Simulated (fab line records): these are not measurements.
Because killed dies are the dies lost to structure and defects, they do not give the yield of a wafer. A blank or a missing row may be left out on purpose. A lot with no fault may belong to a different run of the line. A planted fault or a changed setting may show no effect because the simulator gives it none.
Matching of chambers ; flow n5-finfet ; N5_BEOL_M8_VIA_ETCH_34 on rie-diel-02 has 4 sister chambers
The step etches SiCOH lowk in C4F6/O2, target depth 125.5 nm, time 50.5 s. 20 wafers are shown with their chamber, then 10 later ones without.

## WAFERS PAIRED WITH THEIR CHAMBERS
wafer;chamber;showerhead-plenum-p-Torr (Torr);drypump-motor-current-A (A);rf-vpp-V (V)
L079.1;0;2.76;6.4;664
L079.4;1;2.82;6.0;663
L079.6;0;2.76;6.4;663
L081.1;1;2.82;6.0;662
L081.4;0;2.75;6.3;663
L081.5;3;2.92;5.5;683
L082.1;1;2.82;6.0;663
L082.2;2;2.93;5.9;666
L082.5;0;2.75;6.4;663
L083.3;0;2.75;6.4;663
L083.4;2;2.93;5.9;665
L083.6;2;2.93;5.9;666
L085.3;3;2.92;5.5;683
L085.4;2;2.93;5.9;666
L085.5;0;2.75;6.3;662
L089.3;3;2.92;5.5;681
L089.5;0;2.75;6.4;664
L089.6;2;2.93;5.9;664
L088.1;0;2.75;6.3;663
L088.2;1;2.82;6.1;663

SIGNATURES, as means of the wafers listed above
reading;chamber 0;chamber 1;chamber 2;chamber 3;scatter within a chamber
showerhead-plenum-p-Torr;2.7525;2.8200;2.9300;2.9200;0.00306
drypump-motor-current-A;6.362;6.025;5.900;5.500;0.0405
rf-vpp-V;663.12;662.75;665.40;682.33;0.77
Rule: distance of a wafer from a chamber = root of the sum over the readings of ((wafer's reading minus chamber's mean) / reading's scatter) squared. The wafer belongs to the nearest chamber; if the next one is less than 2 further off, it can't be placed. The scatter: take each reading less its chamber's mean, square it, sum over the shown wafers, divide by the number of wafers less the number of chambers, and take the root.

## WAFERS WITHOUT THEIR CHAMBER
wafer;showerhead-plenum-p-Torr (Torr);drypump-motor-current-A (A);rf-vpp-V (V)
L088.4;2.93;5.9;667
L092.1;2.92;5.9;665
L092.2;2.91;5.5;681
L092.4;2.74;6.3;663
L095.3;2.92;5.9;666
L095.4;2.81;6.1;662
L095.6;2.92;5.9;665
L097.3;2.81;6.1;661
L097.5;2.92;5.9;667
L097.6;2.91;5.5;684

## WHICH CHAMBER EACH ONE RAN IN
wafer;from the rows above;in truth
L088.4;2;2
L092.1;2;2
L092.2;3;3
L092.4;0;0
L095.3;2;2
L095.4;1;1
L095.6;2;2
L097.3;1;1
L097.5;2;2
L097.6;3;3
Placed correctly: 10 of 10. Can't be placed from these rows: 0. Placed wrongly: 0.
